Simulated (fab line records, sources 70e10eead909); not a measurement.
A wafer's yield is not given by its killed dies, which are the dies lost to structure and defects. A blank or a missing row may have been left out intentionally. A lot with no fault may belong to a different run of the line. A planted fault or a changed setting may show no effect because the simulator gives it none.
fab line records	flow nand_harc
record lots=5	wafers=14	last_day=24
route steps=1159 shown A_BONDPAD@1074 HYBRID_BOND@1094 THIN_TSV@1101 END@1159
lots untouched by any fault: they come from a run of this same line in which no faults occurred
start_h: start of the lot's first displayed wafer, in hours after the record's first day	wait_h: hours since the lot's step before	" as in the row above	L1.1+2: a row that stands for several wafers	- either no value or no given start	* or withheld: withheld	< > ~ a bound
route shown NAME@n: NAME is a module with steps in the file, n the number in the route of the first one	usual: mean/standard deviation taken from wafers without a fault	same: alike in all rows	chamber/n: place in a boat	sites: per-site readings	_std_site: standard deviation of those values	_edge_site: the outer-site mean with the inner-site mean subtracted	radius_mm: for every site, how far away it sits from the centre of the wafer	mask NAME#n: copy n	behind: the most recent tool/chamber to have shaped the wafer	hold: reason for holding the lot/hours on hold/outcome of the hold	device: which transistor (n, p or np) failed to switch	end of line: tests of these same wafers at the route's end	a step given without rows: its recipe and nothing more	killed: at the first sort, the dies lost to defects and structure; wafer yield is something else	map: dies across one wafer; x = killed, . = not, _ = none there
set.NAME: setting as actually run; set.NAME@STEP: the setting as run at that earlier step	model.NAME: the simulator's own value behind a step, which no gauge read
lots at selected steps of the route; one table per step, one row per wafer
services: the hour from which a tool's chamber was out of use, counted from the record's first day as start_h (under 0 if before that day), plus the number of hours and why
## steps
# step NHARC_A_BONDPAD_HARDBAKE_10
# recipe temp_c=118	time_s=65
# step NHARC_A_BONDPAD_DESCUM_11
# recipe time_s=3	o2_flow_sccm=200	ar_flow_sccm=0	bias_power_w=0	chemistry=O2
# step NHARC_A_BONDPAD_ETCH_34
# recipe target_depth_a=600	overetch_a=180	time_s=65.91	ion_energy_ev=200	n2_flow_sccm=150	h2_flow_sccm=150	ar_flow_sccm=0	rf_w=400	bias_w=150	chemistry=N2/H2
# step NHARC_A_BONDPAD_ETCH_12
# recipe target_depth_a=2200	time_s=110	chf3_flow_sccm=50	o2_flow_sccm=10	ar_flow_sccm=200	rf_w=500	bias_w=200	chemistry=CHF3/O2
# usual chamber_pressure_mTorr=24.999/0.021	drypump_motor_current_A=5.6/0.52	oes_product_au=0.949/0.021	rf_vpp_V=370.3/1.8	showerhead_plenum_p_Torr=2.39/0.075	throttle_valve_pct=20.573/0.011
lot.wafer	tool	chamber	start_h	wait_h	chamber_pressure_mTorr	drypump_motor_current_A	oes_product_au	rf_hours_counter_h	rf_vpp_V	showerhead_plenum_p_Torr	throttle_valve_pct
L995.1	rie_diel-03	0	-	-	25.002	5.4	0.958	3	367.4	2.26	20.567
L995.2	"	2	"	"	25.023	5.4	0.956	3	371.3	2.48	20.574
L995.4	"	2	"	"	25.014	5.4	0.947	-	371.9	2.48	20.589
L101.2	rie_diel-06	1	-	-	24.966	5.8	0.953	0	367.1	2.27	20.562
L101.1	"	3	"	"	25.035	5.3	0.977	0	370.9	2.44	20.564
L101.5	"	0	"	"	25.019	4.8	0.971	-	369.3	2.41	20.588
L111.3	rie_diel-03	1	-	-	25.007	5.5	0.955	20	374.1	2.54	20.576
L111.5	"	2	"	"	24.980	5.4	0.954	-	372.0	2.47	20.582
L112.4	rie_diel-06	2	-	-	24.993	6.3	0.978	4	369.2	2.38	20.582
L112.1	"	1	"	"	24.995	5.8	0.977	4	367.7	2.27	20.574
L112.5	"	3	"	"	24.936	5.4	0.956	-	370.0	2.44	20.578
L114.2	rie_diel-06	0	-	-	25.035	4.8	0.956	4	369.9	2.41	20.573
L114.3	"	2	"	"	25.012	6.3	0.979	4	370.3	2.38	20.569
L114.5	"	3	"	"	24.985	5.4	0.981	-	371.6	2.44	20.583
# step NHARC_A_BONDPAD_CD_MEAS_13
# usual cd_nm=499.7/1.6
lot.wafer	tool	chamber	start_h	wait_h	cd_nm
L995.1	cd_sem-02	-	418.23	-	501.7
L995.2	"	-	"	"	501.1
L995.4	"	-	"	"	499.1
L101.1	cd_sem-02	-	443.17	-	498.4
L101.2	"	-	"	"	495.9
L101.5	"	-	"	"	497.6
L111.3	cd_sem-02	-	522.43	-	499.9
L111.5	"	-	"	"	501.7
L112.1	cd_sem-02	-	534.18	-	498.2
L112.4	"	-	"	"	499.9
L112.5	"	-	"	"	501.0
L114.2	cd_sem-02	-	537.32	-	501.3
L114.3	"	-	"	"	503.1
L114.5	"	-	"	"	501.8
# step NHARC_A_BONDPAD_STRIP_15
# recipe o2_flow_sccm=500	ar_flow_sccm=0	bias_w=0	chemistry=O2
# usual chamber_pressure_mTorr=60.00/0.052	drypump_motor_current_A=5.6/0.49	oes_product_au=1.000/0.0077	rf_vpp_V=57.8/0.97	showerhead_plenum_p_Torr=3.51/0.12	throttle_valve_pct=17.036/0.0088
lot.wafer	tool	chamber	start_h	wait_h	chamber_pressure_mTorr	drypump_motor_current_A	oes_product_au	rf_hours_counter_h	rf_vpp_V	showerhead_plenum_p_Torr	throttle_valve_pct
L995.4	rie_diel-04	1	418.34	0.1	59.96	5.0	0.997	52	57.7	3.46	17.049
L995.2	"	2	"	"	60.04	5.6	1.010	51	57.8	3.42	17.050
L995.1	"	3	"	"	60.06	6.2	1.012	50	57.1	3.53	17.041
L101.2	rie_diel-06	3	443.24	0.1	59.98	5.3	1.003	0	56.5	3.58	17.046
L101.1	"	0	"	"	60.00	4.8	1.011	0	57.7	3.54	17.015
L101.5	"	3	"	"	60.00	5.4	1.018	-	58.6	3.58	17.026
L111.3	rie_diel-03	2	522.55	0.1	59.91	5.4	0.990	21	59.3	3.63	17.022
L111.5	"	3	"	"	60.01	6.4	0.988	-	58.7	3.63	17.044
L112.4	rie_diel-03	1	534.25	0.1	59.97	5.6	1.007	21	57.8	3.73	17.038
L112.1	"	0	"	"	60.04	5.4	0.993	26	57.6	3.32	17.042
L112.5	"	2	"	"	59.91	5.4	0.996	-	58.5	3.63	17.033
L114.2	rie_diel-06	3	537.40	0.1	59.95	5.4	1.002	4	58.7	3.58	17.038
L114.3	"	1	"	"	60.00	5.8	0.985	4	57.2	3.34	17.039
L114.5	"	3	"	"	59.98	5.4	1.007	-	58.7	3.58	17.043
# step NHARC_A_BONDPAD_ETCH_24
# recipe target_depth_a=300	over_etch_frac=0.3	time_s=72.99	ion_energy_ev=150	cf4_flow_sccm=50	n2_flow_sccm=100	ar_flow_sccm=150	rf_w=300	bias_w=100	chemistry=CF4/N2
# usual chamber_pressure_mTorr=30.000/0.028	drypump_motor_current_A=5.6/0.5	oes_product_au=0.999/0.008	rf_vpp_V=314.0/1.7	showerhead_plenum_p_Torr=2.62/0.088	throttle_valve_pct=19.795/0.0083
lot.wafer	tool	chamber	start_h	wait_h	chamber_pressure_mTorr	drypump_motor_current_A	oes_product_au	rf_hours_counter_h	rf_vpp_V	showerhead_plenum_p_Torr	throttle_valve_pct
L995.1	rie_diel-04	0	-	-	30.028	6.0	1.003	50	313.7	2.66	19.791
L995.2	"	1	"	"	30.061	5.0	1.004	52	311.9	2.57	19.793
L995.4	"	2	"	"	29.965	5.6	1.001	51	312.2	2.54	19.787
L101.2	rie_diel-06	0	-	-	30.023	4.8	0.990	1	313.4	2.64	19.793
L101.1	"	1	"	"	29.947	5.8	0.989	0	312.3	2.49	19.795
L101.5	"	1	"	"	29.999	5.8	0.997	-	311.5	2.49	19.803
L111.3	rie_diel-03	2	-	-	30.001	5.3	1.000	22	315.8	2.70	19.809
L111.5	"	1	"	"	30.003	5.6	1.003	-	315.8	2.78	19.781
L112.4	rie_diel-03	0	-	-	30.004	5.4	1.000	26	311.0	2.46	19.805
L112.1	"	2	"	"	29.972	5.3	0.978	23	315.7	2.70	19.795
L112.5	"	3	"	"	30.038	6.3	0.987	-	314.1	2.70	19.795
L114.2	rie_diel-06	1	-	-	29.985	5.8	1.000	4	311.3	2.49	19.815
L114.3	"	0	"	"	29.993	4.8	1.007	4	313.9	2.63	19.794
L114.5	"	2	"	"	30.035	6.2	0.995	-	314.5	2.60	19.804
# step NHARC_A_BONDPAD_STRIP_16
# recipe time_s=600	temp_c=30	chemistry=post_etch_residue_remover
# step NHARC_A_BONDPAD_DEGAS_25
# recipe temp_c=300	time_s=60
# usual heater_power_w=466/68
lot.wafer	tool	chamber	start_h	wait_h	heater_power_w
L995.4	pvd_sputter-01	-	418.90	-	559
L995.1	"	-	"	"	485
L995.2	"	-	"	"	364
L101.1	pvd_sputter-01	-	443.79	-	413
L101.2	"	-	"	"	485
L101.5	"	-	"	"	420
L111.3	pvd_sputter-03	-	523.07	-	537
L111.5	"	-	"	"	406
L112.1	pvd_sputter-01	-	534.80	-	396
L112.4	"	-	"	"	482
L112.5	"	-	"	"	411
L114.2	pvd_sputter-01	-	537.94	-	471
L114.3	"	-	"	"	351
L114.5	"	-	"	"	404
# step NHARC_A_BONDPAD_PRE_CLEAN_26
# recipe time_s=30	temp_c=280	gas=H2/He
# step NHARC_A_BONDPAD_PVD_17
# recipe target_thk_a=50	bias_v=168.6	power_w=15000	chamber_pressure_pa=0.12	time_s=8.06	substrate_temp_c=50	material=TaN
# step NHARC_A_BONDPAD_PVD_27
# recipe target_thk_a=300	chamber_pressure_pa=5	power_w=5000	substrate_temp_c=30	time_s=20.49	material=Cu
# step NHARC_A_BONDPAD_ECD_18
# recipe target_thk_a=4000	bath_temp_c=25	material=Cu
# usual bath_heat_duty_pct=5.9/0.81	bath_temp_c=25.01/0.1
lot.wafer	tool	chamber	start_h	wait_h	bath_heat_duty_pct	bath_temp_c
L995.2	ecd_cu-02	0	419.26	-	6.4	25.04
L995.1	"	1	"	"	5.5	25.04
L995.4	"	0	"	"	6.1	25.02
L101.1	ecd_cu-01	0	444.15	-	5.3	24.97
L101.2	"	1	"	"	7.3	25.11
L101.5	"	0	"	"	5.1	25.23
L111.3	ecd_cu-02	1	523.52	-	4.8	25.26
L111.5	"	0	"	"	6.7	25.08
L112.1	ecd_cu-01	1	535.75	-	8.0	25.02
L112.4	"	1	"	"	7.8	25.21
L112.5	"	1	"	"	7.2	25.05
L114.2	ecd_cu-01	1	538.35	-	6.8	25.00
L114.3	"	1	"	"	7.1	25.01
L114.5	"	1	"	"	7.2	24.90
# step NHARC_A_BONDPAD_ANNEAL_28
# recipe temp_c=225	time_s=90
# step NHARC_A_BONDPAD_CMP_19
# recipe t_overpolish_s=30	cu_recess_touch_s=16	target_thk_nm=169.8
# usual motor_current_A=12.2/1.3	overpolish_run_s=29.999/0.0093	pad_life_wafers=310/120
lot.wafer	tool	chamber	start_h	wait_h	motor_current_A	overpolish_run_s	pad_life_wafers
L995.4	cmp-04	0	419.98	-	10.9	29.992	150
L995.1	"	1	"	"	10.9	30.001	151
L995.2	"	3	"	"	13.4	29.994	153
L101.1	cmp-02	0	444.91	-	13.5	30.004	1
L101.2	"	1	"	"	14.4	29.987	2
L101.5	"	3	"	"	12.1	29.991	-
L111.3	cmp-02	3	524.19	-	11.9	29.982	440
L111.5	"	1	"	"	14.5	30.016	-
L112.1	cmp-01	2	536.50	-	11.5	30.001	367
L112.4	"	0	"	"	10.3	30.003	369
L112.5	"	1	"	"	13.3	29.989	-
L114.3	cmp-04	3	539.08	-	13.3	30.008	242
L114.2	"	0	"	"	12.3	29.995	243
L114.5	"	2	"	"	11.1	29.998	-
# step NHARC_A_BONDPAD_SRD_21
# recipe time_s=30	temp_c=23	dry_time_s=20	spin_rpm=1500
# step NHARC_A_BONDPAD_INSPECT_23
# usual raw_defect_count=444/100
lot.wafer	tool	chamber	start_h	wait_h	raw_defect_count
L995.1	defect_inspect-01	-	420.53	0.0	335
L995.2	"	-	"	"	337
L995.4	"	-	"	"	368
L101.1	defect_inspect-02	-	445.42	0.0	311
L101.2	"	-	"	"	335
L101.5	"	-	"	"	301
L111.3	defect_inspect-02	-	524.69	0.0	433
L111.5	"	-	"	"	539
L112.1	defect_inspect-01	-	537.03	0.0	449
L112.4	"	-	"	"	346
L112.5	"	-	"	"	378
L114.2	defect_inspect-01	-	539.57	0.0	550
L114.3	"	-	"	"	568
L114.5	"	-	"	"	577
# step NHARC_HYBRID_BOND_ACTIVATE_00
# recipe time_s=60	n2_flow_sccm=200	ar_flow_sccm=0	bias_power_w=0	chemistry=N2
# step NHARC_HYBRID_BOND_PRECLEAN_01
# recipe time_s=300	temp_c=23	chemistry=DIW
# step NHARC_HYBRID_BOND_SRD_02
# recipe time_s=30	temp_c=23	dry_time_s=20	spin_rpm=1500
# step NHARC_HYBRID_BOND_BOND_03
# recipe temp_c=25
# step NHARC_HYBRID_BOND_ANNEAL_04
# recipe temp_c=300	time_s=7200	ramp_up_c_per_min=5	ramp_down_c_per_min=3	idle_temp_c=100	pressure_atm=1
# step NHARC_HYBRID_BOND_OVL_MEAS_05
# usual overlay_x_nm=1/31	overlay_y_nm=3/31
lot.wafer	tool	chamber	start_h	wait_h	overlay_x_nm	overlay_y_nm
L995.1	overlay-02	-	429.62	0.4	3	-77
L995.2	"	-	"	"	-12	25
L995.4	"	-	"	"	-13	-1
L101.1	overlay-01	-	456.91	0.4	41	25
L101.2	"	-	"	"	86	-47
L101.5	"	-	"	"	-61	8
L111.5	overlay-01	-	536.93	0.4	15	6
L112.1	overlay-01	-	546.86	0.4	11	-5
L112.4	"	-	"	"	-40	41
L112.5	"	-	"	"	37	-1
L114.2	overlay-01	-	546.87	0.4	-8	16
L114.3	"	-	"	"	52	30
L114.5	"	-	"	"	31	20
# step NHARC_HYBRID_BOND_INSPECT_06
# recipe inspect_instrument=ir_void
# usual raw_defect_count=32/15
lot.wafer	tool	chamber	start_h	wait_h	raw_defect_count
L995.1	defect_inspect-02	-	429.74	0.1	9
L995.2	"	-	"	"	16
L995.4	"	-	"	"	14
L101.1	defect_inspect-02	-	456.96	0.0	22
L101.2	"	-	"	"	16
L101.5	"	-	"	"	10
L111.5	defect_inspect-02	-	536.99	0.1	17
L112.1	defect_inspect-01	-	546.91	0.0	48
L112.4	"	-	"	"	57
L112.5	"	-	"	"	59
L114.2	defect_inspect-01	-	546.94	0.1	59
L114.3	"	-	"	"	71
L114.5	"	-	"	"	67
# step NHARC_THIN_TSV_GRIND_00
# recipe target_thk_um=6
# step NHARC_THIN_TSV_CMP_01
# recipe target_thk_um=3
# step NHARC_THIN_TSV_THK_MEAS_02
# recipe thk_meas_gauge=ir
# usual thk_nm=2997/270
lot.wafer	tool	chamber	start_h	wait_h	thk_nm
L995.1	film_metro-02	-	436.14	-	3035
L995.2	"	-	"	"	2925
L995.4	"	-	"	"	3174
L101.1	film_metro-02	-	458.60	-	2983
L101.2	"	-	"	"	2579
L101.5	"	-	"	"	2632
L111.5	film_metro-01	-	538.62	-	2801
L112.1	film_metro-02	-	548.55	0.2	3278
L112.4	"	-	"	"	3446
L112.5	"	-	"	"	3294
L114.2	film_metro-02	-	550.93	0.2	2753
L114.3	"	-	"	"	2746
L114.5	"	-	"	"	2345
# step NHARC_THIN_TSV_SRD_03
# step NHARC_THIN_TSV_PRECLEAN_41
# recipe time_s=*	temp_c=50	bath_age_min=0	chemistry=SC1
# step NHARC_THIN_TSV_SRD_42
# step NHARC_THIN_TSV_DEP_43
# recipe target_thk_a=13285	temp_c=withheld	pressure_torr=6.5	rf_w=900	teos_flow_sccm=161.4	flow_sccm=2650	target_thk_nm=1328.5	gas=O2	material=SiO2
# step NHARC_THIN_TSV_DEHYDRATE_04
# recipe temp_c=150	time_s=120
# step NHARC_THIN_TSV_HMDS_05
# recipe time_s=30
# step NHARC_THIN_TSV_COAT_06
# recipe spin_rpm=*
# step NHARC_THIN_TSV_SOFTBAKE_07
# recipe temp_c=122	time_s=95
# step NHARC_THIN_TSV_EBR_08
# step NHARC_THIN_TSV_EXPOSE_09
# recipe na=0.55	dose_mj=30.7	mask_id=TSV
# step NHARC_THIN_TSV_PEB_10
# recipe peb_temp_c=118	peb_time_s=85
# step NHARC_THIN_TSV_DEVELOP_11
# recipe time_s=70
# step NHARC_END_SORT_01
# recipe temp_c=25
# usual defect_limited_yield=95.7/1.5	killed_at_array=25/9.8	killed_at_other=0.8/1.1	killed_at_periphery=3.3/2.1	killed_dies=29/10	killed_open=3.3/1.8	killed_short=1.9/1.4	sort_bin_2_pct=1.3/0.6	sort_bin_3_pct=0.25/0.23	sort_bin_4_pct=2.8/0.97	sort_n_pass=648/10	sort_rim_yield_pct=95/3.2	sort_yield_pct=95.7/1.5
# same gross_dies=677	sort_bin_5_pct[%]=0	sort_bin_6_pct[%]=0	sort_bin_7_pct[%]=0	sort_bin_8_pct[%]=0	sort_rim_n_gross=106.00
lot.wafer	tool	chamber	start_h	wait_h	defect_limited_yield[%]	killed_at_array	killed_at_other	killed_at_periphery	killed_dies	killed_open	killed_short	sort_bin_2_pct[%]	sort_bin_3_pct[%]	sort_bin_4_pct[%]	sort_n_pass	sort_rim_yield_pct[%]	sort_yield_pct[%]
L995.1	prober-02	0	464.65	2.5	97.2	16	1	2	19	4	5	0.9	0	1.9	658	98	97.2
L995.2	prober-02	0	465.47	2.8	97.5	15	0	2	17	5	0	0.3	0.15	2.1	660	96	97.5
L995.4	prober-02	0	467.11	3.5	98.1	13	0	0	13	3	3	0.6	0.15	1.2	664	100	98.1
L101.1	prober-01	0	483.54	2.5	95.9	25	0	3	28	3	4	1.0	0	3.1	649	96	95.9
L101.2	prober-01	0	484.33	2.8	97.0	16	1	3	20	1	2	0.3	0.15	2.5	657	94	97.0
L112.1	prober-02	0	565.23	2.5	94.7	34	0	2	36	1	2	1.0	0.15	4.1	641	84	94.7
L112.4	prober-02	0	567.64	3.4	93.2	45	1	0	46	4	0	2.1	0.15	4.6	631	93	93.2
L112.5	prober-02	0	568.44	3.7	92.9	46	0	2	48	5	1	2.1	0.15	4.9	629	92	92.9
L111.3	prober-01	0	565.34	3.1	0	668	4	5	677	3	0	96.6	0	3.4	0	0	0
L114.2	prober-02	0	573.83	2.8	93.6	37	0	6	43	2	2	2.1	0.44	3.8	634	92	93.6
L114.3	prober-02	0	574.62	3.1	92.0	48	0	6	54	5	1	2.1	0.59	5.3	623	89	92.0
L114.5	prober-02	0	576.20	3.6	91.9	47	2	6	55	7	2	2.2	0.44	5.5	622	94	91.9
# killed by level:class
L995.1 A_STAIRCASE:chamber_film_flake=6 A_SGD_CUT:geometric_particle:short=2 A_CONTACT:geometric_particle:open=2 P_CONTACT:geometric_particle:open=1 P_M0:geometric_particle:short=1 A_CHANNEL_FILL_D1:geometric_particle:short=1 A_WL_FILL:geometric_particle:short=1 A_BLC:geometric_particle:open=1
L995.2 A_STAIRCASE:chamber_film_flake=5 A_WL_FILL:chamber_film_flake=3 P_CONTACT:geometric_particle:open=2 A_M0:geometric_particle:open=2 A_SLIT:chamber_film_flake=2 A_CONTACT:geometric_particle:open=1 A_ZERO_WELL:chamber_film_flake=1 A_CHANNEL_HOLE_D1:chamber_film_flake=1
L995.4 A_CHANNEL_HOLE_D1:chamber_film_flake=3 A_WL_FILL:chamber_film_flake=2 A_ONON_D1:geometric_particle:open=1 A_ONON_D1:geometric_particle:short=1 A_CHANNEL_FILL_D1:geometric_particle:short=1 A_WL_FILL:geometric_particle:short=1 A_WL_FILL:geometric_particle:open=1 A_M0:geometric_particle:open=1
L101.1 A_CHANNEL_HOLE_D1:chamber_film_flake=11 A_STAIRCASE:chamber_film_flake=4 A_WL_FILL:geometric_particle:short=2 P_STI:chamber_film_flake=2 A_CHANNEL_FILL_D1:geometric_particle:open=1 A_CONTACT:geometric_particle:open=1 A_M0:geometric_particle:open=1 A_M0:geometric_particle:short=1
L101.2 A_CHANNEL_HOLE_D1:chamber_film_flake=5 A_CONTACT:chamber_film_flake=4 A_STAIRCASE:chamber_film_flake=3 P_M0:geometric_particle:short=1 A_ONON_D1:geometric_particle:open=1 A_CONTACT:geometric_particle:short=1 P_ZERO_WELL:chamber_film_flake=1 P_STI:chamber_film_flake=1
L112.1 A_CHANNEL_HOLE_D1:chamber_film_flake=16 A_SLIT:chamber_film_flake=9 A_CONTACT:chamber_film_flake=5 P_CONTACT:geometric_particle:short=1 A_CHANNEL_FILL_D1:geometric_particle:short=1 A_CONTACT:geometric_particle:open=1 P_STI:chamber_film_flake=1 A_STAIRCASE:chamber_film_flake=1
L111.3 A_BONDPAD:area_ecd=646 A_CHANNEL_HOLE_D1:chamber_film_flake=11 A_STAIRCASE:chamber_film_flake=5 A_CONTACT:chamber_film_flake=4 THIN_TSV:chamber_film_flake=4 A_CONTACT:geometric_particle:open=2 P_STI:chamber_film_flake=2 P_M1:geometric_particle:open=1
L112.4 A_SLIT:chamber_film_flake=18 A_CHANNEL_HOLE_D1:chamber_film_flake=13 A_STAIRCASE:chamber_film_flake=5 A_CONTACT:chamber_film_flake=4 A_WL_FILL:geometric_particle:open=2 A_CHANNEL_FILL_D1:geometric_particle:open=1 A_BLC:geometric_particle:open=1 A_BLC:chamber_film_flake=1
L112.5 A_SLIT:chamber_film_flake=21 A_CHANNEL_HOLE_D1:chamber_film_flake=15 A_STAIRCASE:chamber_film_flake=3 A_CONTACT:chamber_film_flake=2 P_CONTACT:geometric_particle:open=1 P_M0:geometric_particle:open=1 A_CHANNEL_FILL_D1:geometric_particle:open=1 A_SGD_CUT:geometric_particle:open=1
L114.2 A_SLIT:chamber_film_flake=17 A_CHANNEL_HOLE_D1:chamber_film_flake=12 P_GATE:chamber_film_flake=2 P_M1:chamber_film_flake=2 A_CHANNEL_FILL_D1:chamber_film_flake=2 A_SOURCE_PLATE:geometric_particle:short=1 A_STAIRCASE:geometric_particle:short=1 A_CONTACT:geometric_particle:open=1
L114.3 A_CHANNEL_HOLE_D1:chamber_film_flake=25 A_SLIT:chamber_film_flake=8 A_WL_FILL:chamber_film_flake=5 A_BLC:chamber_film_flake=3 P_M1:chamber_film_flake=2 A_CONTACT:chamber_film_flake=2 P_GATE:geometric_particle:open=1 P_M0:geometric_particle:open=1
L114.5 A_CHANNEL_HOLE_D1:chamber_film_flake=22 A_SLIT:chamber_film_flake=14 P_M1:chamber_film_flake=4 A_WL_FILL:chamber_film_flake=2 A_BLC:chamber_film_flake=2 P_CONTACT:geometric_particle:open=1 A_SOURCE_PLATE:geometric_particle:open=1 A_ONON_D1:geometric_particle:open=1
# map L111.3 (x killed, . not)
____________x____________
_________xxxxxxx_________
_______xxxxxxxxxxx_______
______xxxxxxxxxxxxx______
_____xxxxxxxxxxxxxxx_____
____xxxxxxxxxxxxxxxxx____
____xxxxxxxxxxxxxxxxx____
___xxxxxxxxxxxxxxxxxxx___
___xxxxxxxxxxxxxxxxxxx___
__xxxxxxxxxxxxxxxxxxxxx__
__xxxxxxxxxxxxxxxxxxxxx__
_xxxxxxxxxxxxxxxxxxxxxxx_
_xxxxxxxxxxxxxxxxxxxxxxx_
_xxxxxxxxxxxxxxxxxxxxxxx_
_xxxxxxxxxxxxxxxxxxxxxxx_
_xxxxxxxxxxxxxxxxxxxxxxx_
xxxxxxxxxxxxxxxxxxxxxxxxx
xxxxxxxxxxxxxxxxxxxxxxxxx
xxxxxxxxxxxxxxxxxxxxxxxxx
xxxxxxxxxxxxxxxxxxxxxxxxx
xxxxxxxxxxxxxxxxxxxxxxxxx
_xxxxxxxxxxxxxxxxxxxxxxx_
_xxxxxxxxxxxxxxxxxxxxxxx_
_xxxxxxxxxxxxxxxxxxxxxxx_
_xxxxxxxxxxxxxxxxxxxxxxx_
_xxxxxxxxxxxxxxxxxxxxxxx_
__xxxxxxxxxxxxxxxxxxxxx__
__xxxxxxxxxxxxxxxxxxxxx__
___xxxxxxxxxxxxxxxxxxx___
___xxxxxxxxxxxxxxxxxxx___
____xxxxxxxxxxxxxxxxx____
____xxxxxxxxxxxxxxxxx____
_____xxxxxxxxxxxxxxx_____
______xxxxxxxxxxxxx______
_______xxxxxxxxxxx_______
_________xxxxxxx_________
____________x____________
# map L995.1 (x killed, . not)
____________.____________
_________......._________
_______..........._______
______.............______
_____..............._____
____.................____
____............x....____
___...................___
___......x....x.......___
__.....................__
__.......x.............__
_......................._
_......................._
_..................x...._
_......................._
_......................x_
.........................
..x......................
...x....................x
..........x..............
.x.......................
_............x.........._
_......................._
_...................x.x._
_......................._
_......................._
__.....................__
__.....................__
___............x..x...___
___...................___
____......x..........____
____.................____
_____............x.._____
______..x..........______
_______..........._______
_________......._________
____________.____________
## services
tool	chamber	start_h	hours	kind
rie_diel-06	0	397.20	-	clean
rie_diel-06	1	397.20	-	clean
rie_diel-06	2	397.20	-	clean
rie_diel-06	3	397.20	-	clean
cmp-04	-	400.04	4.0	pm
rie_diel-03	1	413.39	7.9	repair
rie_diel-06	-	418.20	9.0	pm
rie_diel-06	0	418.20	9.0	vent_cycle
rie_diel-06	1	418.20	9.0	vent_cycle
pvd_sputter-01	-	423.68	14.6	repair
cmp-02	-	440.17	4.0	pm
cmp-01	-	440.52	10.1	repair
ecd_cu-01	-	448.02	8.0	pm
pvd_sputter-01	-	452.56	1.1	repair
pvd_sputter-03	-	456.19	2.4	repair
ecd_cu-02	-	456.64	0.8	repair
rie_diel-04	-	466.06	9.0	pm
cmp-01	-	473.50	4.0	pm
pvd_sputter-03	-	487.68	5.5	repair
rie_diel-04	-	491.98	0.2	repair
cmp-04	-	498.04	4.0	pm
pvd_sputter-01	-	518.03	10.0	pm
ecd_cu-02	-	532.02	8.0	pm
cmp-02	-	538.17	4.0	pm
## key
first_sign step=NHARC_END_SORT_01	reading=sort_bin_2_pct	direction=up	sigmas=99+	usual=1.3	struck=96.6
effect step=NHARC_END_SORT_01	reading=killed_at_array	direction=up	sigmas=66	usual=25	struck=668
more_kills_born_at NHARC_A_BONDPAD_ECD_18@ecd_cu-02=646
met_at NHARC_A_BONDPAD_ECD_18
struck_wafers L111.3
later_rows_left_out L111.3
onset_between 419.26 523.52
fault kind=process_parameter_drift	tool=ecd_cu-02	chamber=-	onset_h=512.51	steps=NHARC_A_BONDPAD_ECD_18	channel=target_thk_a	offset=*	shape=step	end_h=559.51	scope=struck_wafers_only	acts_in=*	stated=*
# later_rows_left_out: the simulator's readings of these wafers behind a module that went badly wrong aren't trusted and aren't shown, but for the sort
